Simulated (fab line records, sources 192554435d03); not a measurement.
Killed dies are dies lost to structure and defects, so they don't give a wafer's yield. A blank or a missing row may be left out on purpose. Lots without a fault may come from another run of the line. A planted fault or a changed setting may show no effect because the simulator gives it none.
Chamber matching | flow n5_finfet | N5_GATE_CUT_ETCH_28 on rie_diel-02: 4 sister chambers
The step etches underlayer in N2/H2, target depth 13 nm, time 10.4 s. 4 wafers are shown with their chamber, then 7 later ones without.

WAFERS WITH THEIR CHAMBER
wafer  | chamber | drypump_motor_current_A (A)
L088.1 | 3       | 6.0
L088.6 | 0       | 5.0
L089.2 | 1       | 6.4
L089.3 | 2       | 5.5

WAFERS WITHOUT THEIR CHAMBER
wafer  | drypump_motor_current_A (A)
L089.5 | 6.4
L096.1 | 6.4
L096.2 | 6.0
L096.4 | 5.6
L097.1 | 5.0
L097.2 | 6.0
L097.4 | 5.6

WHICH CHAMBER EACH WENT THROUGH
wafer  | from the rows above | in truth
L089.5 | 1                   | 1
L096.1 | 1                   | 1
L096.2 | 3                   | 3
L096.4 | 2                   | 2
L097.1 | 0                   | 0
L097.2 | 3                   | 3
L097.4 | 2                   | 2
Placed correctly: 7 of 7. Can't be placed from these rows: 0. Placed wrongly: 0.
How it was worked out, from the rows above alone: a wafer's distance from a chamber is the root of the sum, over the readings, of the square of ((its reading less the chamber's mean) divided by the reading's scatter). The wafer belongs to the nearest chamber; if the next one is less than 2 further off, it can't be placed. A chamber's mean is the mean of its shown wafers. The scatter: with one shown wafer a chamber, the root of the mean of the squares of how far each hidden wafer lies from its nearest shown one.
